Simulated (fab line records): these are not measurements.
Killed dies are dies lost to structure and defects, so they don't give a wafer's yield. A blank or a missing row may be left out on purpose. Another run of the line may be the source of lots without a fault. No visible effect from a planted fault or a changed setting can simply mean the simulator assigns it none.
Comparing a struck lot with a sound one	flow n5Finfet	16 steps out of a route of 1938
Sound: these wafers, L293.2, L293.3, L293.4. The struck wafers were L309.3, L309.4, L309.6. The cause comes at the end.
For every step that has rows: the tool of each side, followed by ch and its chambers, followed by its first start. Under that, the readings that differ: sound wafers	struck wafers	difference of the means	sigmas: that difference in standard deviations of wafers without a fault.
alike: words and numbers the same on both sides, and readings whose means are apart by under 2 such deviations; not compared: readings that were withheld, readings missing a value for some wafer, numbers with overlapping values and no deviation given by the record, and bounds like >300 which may hide the same value.
The two part at a step that has a row with sigmas, a row that says differs or no value, or rows on one side only. Numbers that don't overlap but have no deviation are shown without sigmas and don't part them. A reading that every wafer of one side lacks parts them only if that side has two wafers or more.

first, 2 steps without rows for these wafers: N5_BEOL_M0_CUTY_PEB_55 (peb time 60 s); N5_BEOL_M0_CUTY_DEVELOP_56 (develop time 30 s).
N5_BEOL_M0_CUTY_CD_MEAS_57: target cd 200 nm.
  sound on cdSem-01 ch 0, day 5 17:01; struck on cdSem-01 ch 0, day 10 03:17
  alike: cdNm
N5_BEOL_M0_CUTY_OVL_MEAS_58:
  sound on overlay-02 ch 0, day 5 17:03; struck on overlay-01 ch 0, day 10 03:19
  alike: M0_ABLK_OVL
N5_BEOL_M0_CUTY_INSPECT_59: inspects for defects (macro).
  sound: defectInspect-01 at day 5 17:05; struck: defectInspect-01 at day 10 03:21
  alike: rawDefectCount
N5_BEOL_M0_CUTY_DESCUM_61: chemistry O2, time 7.9 s.
  sound on rieDiel-02 ch 0,2,3, day 5 17:20; struck on rieDiel-01 ch 2,3, day 10 03:23
reading	sound	struck	difference	sigmas
showerheadPlenumPTorr (Torr)	2.00 2.11 2.10	2.23 2.20 2.23	+0.15	+2
  alike: biasPowerW, chamberPressureMTorr, drypumpMotorCurrentA, o2FlowSccm, oesProductAu, rfVppV, throttleValvePct
  not compared: rfHoursCounterH
N5_BEOL_M0_CUTY_ETCH_62: etches SiARC in CF4, time 58.5 s.
  sound on rieDiel-02 ch 0,2,3, day 5 17:22; struck on rieDiel-01 ch 2,3, day 10 03:25
reading	sound	struck	difference	sigmas
showerheadPlenumPTorr (Torr)	2.06 2.15 2.14	2.26 2.23 2.26	+0.13	+2
  alike: chamberPressureMTorr, drypumpMotorCurrentA, etchRfOnTimeS, oesProductAu, rfVppV, throttleValvePct
  not compared: rfHoursCounterH
N5_BEOL_M0_CUTY_ETCH_63: etches SOC in N2/H2, target depth 82.7 nm, overetch 16.5 nm, time 124 s.
  sound on rieDiel-02 ch 0,2,3, day 5 17:25; struck on rieDiel-01 ch 2,3, day 10 03:28
reading	sound	struck	difference	sigmas
rfVppV (V)	520.7 522.7 523.9	528.8 528.7 526.8	+5.7	+2
showerheadPlenumPTorr (Torr)	2.44 2.55 2.53	2.69 2.67 2.69	+0.18	+2
  alike: chamberPressureMTorr, drypumpMotorCurrentA, oesProductAu, throttleValvePct
  not compared: rfHoursCounterH
then, 2 steps without rows for these wafers: N5_BEOL_M0_CUTY_STRIP_64 (strips in N2/H2); N5_BEOL_M0_ETCH_138 (etches SiCN in CH3F/O2, target depth 12 nm, time 31.6 s).
N5_BEOL_M0_HM_OPEN_105: chemistry Cl2/BCl3, target TiN, target depth 12 nm.
  sound on rieMetal-03 ch 0,1, day 5 17:40; struck on rieMetal-03 ch 0,1, day 10 03:44
reading	sound	struck	difference	sigmas
oesProductAu (a.u.)	0.58 0.58 0.79	0.76 0.93 0.93	+0.22	+3
  alike: chamberPressureMTorr, drypumpMotorCurrentA, throttleValvePct
  not compared: rfHoursCounterH
N5_BEOL_M0_STRIP_140: strips in CF4.
  sound on rieDiel-02 ch 0,2,3, day 5 17:53; struck on rieDiel-04 ch 0,1,2, day 10 03:53
  alike: biasPowerW, cf4FlowSccm, chamberPressureMTorr, drypumpMotorCurrentA, oesProductAu, rfVppV, showerheadPlenumPTorr, throttleValvePct
  not compared: rfHoursCounterH
N5_BEOL_M0_STRIP_104: strips in N2/H2.
  sound on rieDiel-02 ch 0,2,3, day 5 17:54; struck on rieDiel-04 ch 0,1,2, day 10 03:54
  no value came back on the struck wafers for any of 8 readings (biasPowerW (W), chamberPressureMTorr (mTorr) and others); on the sound wafers biasPowerW (W) reads 7.018 6.990 6.988
reading	sound	struck	difference	sigmas
model.SOC_of_BEOL_M0_SAQP_COAT_69.thkNm (nm)	0 0 0	70.4 71 70.6	+70.7	
then, 1 step without rows for these wafers: N5_BEOL_M0_WET_ETCH_106 (etches SiO2 in DHF, target depth 130 nm, rinse time 30 s).
-- a jump in the record: the struck wafers' starts before and after are 2 days apart (it breaks off in module BEOL_M0 and resumes in module BEOL_M4, where the first step shown is number 1111 of the route) --
N5_BEOL_M4_RC_MEAS_101:
  sound on prober-02 ch 0, day 7 20:21; struck on prober-02 ch 0, day 12 06:06
reading	sound	struck	difference	sigmas
ION_P (uA/um)	449 452 463	469 466 469	+13	+2
SS_N (mV/dec)	71.6 71.2 71.7	70.3 70.4 70.7	-1.0	-2
  alike: DIBL_N, DIBL_P, IOFF_N, IOFF_P, ION_N, SS_P, VT_N, VT_P
-- a jump in the record: the struck wafers' starts before and after are 4 days apart (it breaks off in module BEOL_M4 and resumes in module PASSIVATION, where the first step shown is number 1936 of the route) --
N5_PASSIVATION_PROBE_49:
  sound: prober-01 at day 12 03:22; struck: prober-02 at day 16 05:01
  alike: defectLimitedYield, killed_at_M0_to_M3, killed_at_M4_up, killedAtContacts, killedAtFrontEnd, killedAtOther, killedDies, killedOpen, killedShort, sort_bin_5_function, sort_bin_6_memory, sortNPass, sortYieldPct

WHERE THEY PART
Earliest at N5_BEOL_M0_CUTY_DESCUM_61; latest, in this record, at N5_BEOL_M4_RC_MEAS_101. Later steps at which nothing parts them and some readings are alike: N5_PASSIVATION_PROBE_49.

WHY: whatever the simulator had introduced
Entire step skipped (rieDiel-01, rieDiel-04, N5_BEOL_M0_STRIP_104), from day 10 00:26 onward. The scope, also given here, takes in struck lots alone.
